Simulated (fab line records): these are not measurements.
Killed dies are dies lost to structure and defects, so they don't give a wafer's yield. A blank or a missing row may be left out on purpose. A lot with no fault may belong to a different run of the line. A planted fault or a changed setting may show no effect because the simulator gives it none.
A lot that was struck, set against a sound lot / flow n5_finfet / 14 out of 1938 route steps
Sound: wafers L630.3, L630.6. Struck: wafers L629.1, L629.5, L629.6. Last of all comes the cause.
Each step with rows lists, per side, the tool, then ch with its chambers, then its first start. Under that, the readings that differ: sound wafers / struck wafers / difference of the means / sigmas: that difference in standard deviations of wafers without a fault.
alike: same words and numbers on both sides, and readings whose means sit less than 2 such deviations apart. not compared: any withheld reading, any reading some wafer has no value for, any bound like >300 that may hide the same value, and any number with overlapping values for which the record gives no deviation.
Wherever a step has rows on one side only, a row that says differs or no value, or a row with sigmas, the two part there. Non-overlapping numbers with no deviation appear without sigmas and do not part them. A reading that every wafer of one side lacks parts them only if that side has two wafers or more.

N5_BEOL_M8_ILD_DEP_00: deposits SiCOH lowk from DEMS/porogen, target thk 179.75 nm, time 33.4 s.
  sound on pecvd-04 ch 1,2, day 12 12:28; struck on pecvd-03 ch 0,1,2, day 12 13:11
  alike: heater_power_w, showerhead_plenum_p_Torr, throttle_valve_pct
N5_BEOL_M8_CURE_74: cures SiCOH lowk, time 240 s.
  sound on uv_cure-02 ch 2, day 12 12:49; struck on uv_cure-03 ch 1, day 12 13:15
  alike: lamp_power_pct, wafer_temp_C_max
N5_BEOL_M8_THK_MEAS_01:
  struck on film_metro-01, day 12 13:46; sound on film_metro-02, day 12 13:11
  alike: M8_ILD_THK
N5_BEOL_M8_PECVD_70: deposits SiO2 from TEOS/O2, target thk 20 nm, time 22.7 s.
  sound on pecvd-04 ch 0,1, day 12 13:13; struck on pecvd-02 ch 0,2, day 12 13:48
  alike: heater_power_w, showerhead_plenum_p_Torr, throttle_valve_pct
N5_BEOL_M8_HM_DEP_02: deposits TiN, target thk 20 nm.
  struck on pvd_sputter-01, day 12 15:27; sound on pvd_sputter-01, day 12 15:15
  alike: throttle_valve_pct
then, 7 steps without rows for these wafers: N5_BEOL_M8_COAT_59 (time 60 s, resist thk 100 nm); N5_BEOL_M8_COAT_60 (time 60 s, resist thk 35 nm); N5_BEOL_M8_COAT_05 (resist thk 90 nm); N5_BEOL_M8_EBR_07; N5_BEOL_M8_SOFTBAKE_06 (time 60 s); N5_BEOL_M8_EXPOSE_08 (exposes mask M8); N5_BEOL_M8_PEB_09 (peb time 60 s).
N5_BEOL_M8_DEVELOP_10: develop time 30 s.
  sound on litho_track-01 ch 0, day 12 15:41; struck on litho_track-05, day 12 16:02
  no value came back on the struck wafers for chill_plate_temp_C (C), develop_time_s (s); on the sound wafers chill_plate_temp_C (C) reads 22.90 23.05
reading=model.CAR-ArF_of_BEOL_M8_COAT_05.thk_nm (nm); sound=88.6 88.6; struck=90 90.2 90.2; difference=+2; sigmas=
N5_BEOL_M8_CD_MEAS_11 targets a cd of 38.5 nm.
  sound on cd_sem-03 ch 0, day 12 15:45; struck on cd_sem-02 ch 0, day 12 16:05
reading=cd_nm (nm); sound=38.4 39.0; struck=- - -; difference=no value on the struck wafers; sigmas=

== WHERE THEY PART ==
First at N5_BEOL_M8_DEVELOP_10; last, within this record, at N5_BEOL_M8_CD_MEAS_11.

WHY: what the simulator had put in
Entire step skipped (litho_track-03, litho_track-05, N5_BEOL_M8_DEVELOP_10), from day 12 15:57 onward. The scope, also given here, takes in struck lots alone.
